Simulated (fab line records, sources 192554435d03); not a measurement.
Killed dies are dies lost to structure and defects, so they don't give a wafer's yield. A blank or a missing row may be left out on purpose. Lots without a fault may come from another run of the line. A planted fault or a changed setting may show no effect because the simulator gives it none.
Which tool did it? | flow n5_finfet | 10 lots, 29 wafers sampled, at 4 steps of a route of 1938

WHAT THE GAUGES READ, wafer by wafer
N5_BEOL_M0_SAQP_CD_MEAS_29: target cd 14.4 nm.
lot  | measured     | on        | cd_nm (nm)
L607 | day 6 00:32  | cd_sem-02 | 14.73 15.37 15.13
L609 | day 6 14:56  | cd_sem-02 | 15.02 15.08 15.06
L611 | day 6 23:19  | cd_sem-01 | 15.14 15.59 15.16
L612 | day 7 03:07  | cd_sem-02 | 14.91 14.83 14.40
L613 | day 7 10:34  | cd_sem-01 | 15.31 15.11 15.40
L619 | day 9 01:17  | cd_sem-03 | 15.03 15.37 15.11
L620 | day 9 04:31  | cd_sem-01 | 15.38 15.02 14.91
L621 | day 9 13:26  | cd_sem-03 | 14.92 14.93
L624 | day 10 00:54 | cd_sem-01 | 15.41 15.09 15.00
L629 | day 11 11:39 | cd_sem-02 | 15.10 15.03 14.94

WHICH TOOL RAN EACH LOT (tool, then ch and the chambers of the sampled wafers, then the start)
lot  | N5_BEOL_M0_SAQP_ETCH_107           | N5_BEOL_M0_SAQP_STRIP_108          | N5_BEOL_M0_SAQP_RECESS_109
L607 | rie_diel-02 ch 0,3, day 5 23:19    | rie_diel-02 ch 0,3, day 5 23:21    | vapor_etch-02 ch 0,1, day 5 23:25
L609 | rie_diel-05 ch 0,2,3, day 6 13:56  | rie_diel-05 ch 0,2,3, day 6 13:58  | vapor_etch-02 ch 0,1, day 6 14:02
L611 | rie_diel-02 ch 1,2,3, day 6 21:09  | rie_diel-02 ch 1,2,3, day 6 21:11  | vapor_etch-01 ch 0,1, day 6 21:15
L612 | rie_diel-05 ch 0,2,3, day 7 02:07  | rie_diel-05 ch 0,2,3, day 7 02:10  | vapor_etch-02 ch 0,1, day 7 02:14
L613 | rie_diel-06 ch 2,3, day 7 09:34    | rie_diel-06 ch 2,3, day 7 09:37    | vapor_etch-01 ch 0,1, day 7 09:40
L619 | rie_diel-05 ch 0,1,2, day 8 23:13  | rie_diel-05 ch 0,1,2, day 8 23:16  | vapor_etch-01 ch 0,1, day 8 23:19
L620 | rie_diel-02 ch 1,2, day 9 03:31    | rie_diel-02 ch 1,2, day 9 03:34    | vapor_etch-02 ch 0,1, day 9 03:37
L621 | rie_diel-06 ch 0,3, day 9 12:26    | rie_diel-06 ch 0,3, day 9 12:29    | vapor_etch-02 ch 1, day 9 12:35
L624 | rie_diel-06 ch 0,1,2, day 9 23:55  | rie_diel-06 ch 0,1,2, day 9 23:57  | vapor_etch-01 ch 0,1, day 10 00:01
L629 | rie_diel-05 ch 0,1,3, day 11 10:40 | rie_diel-05 ch 0,1,3, day 11 10:42 | vapor_etch-01 ch 0,1, day 11 10:46
- N5_BEOL_M0_SAQP_ETCH_107: etches SiNx in CH3F/O2, target depth 30 nm.
- N5_BEOL_M0_SAQP_STRIP_108: strips in N2/H2.
- N5_BEOL_M0_SAQP_RECESS_109: chemistry HF/NH3, target SiO2, target depth 3 nm, afs cycles 1, sublimation time 60 s.

THE ANSWER, worked out from the rows above alone
Rule: what is usual is taken from the lots themselves. Put in order of their means at a reading, lots are off if they are a third of the lots or fewer, leave a main group of 4 or more, and stand apart from it by a gap of 3 or more times the standard deviation of the main group's means; of several such gaps the widest counts. A main group whose means are all the same, to the digits that the tables above print for the reading, isn't used. A lot without any number at a reading at which 4 lots or more have one is off too. The other lots that the step has rows for count as sound.
No lot is off at any reading shown: from this, nothing can be told.

WHAT THE SIMULATOR HAD PUT IN
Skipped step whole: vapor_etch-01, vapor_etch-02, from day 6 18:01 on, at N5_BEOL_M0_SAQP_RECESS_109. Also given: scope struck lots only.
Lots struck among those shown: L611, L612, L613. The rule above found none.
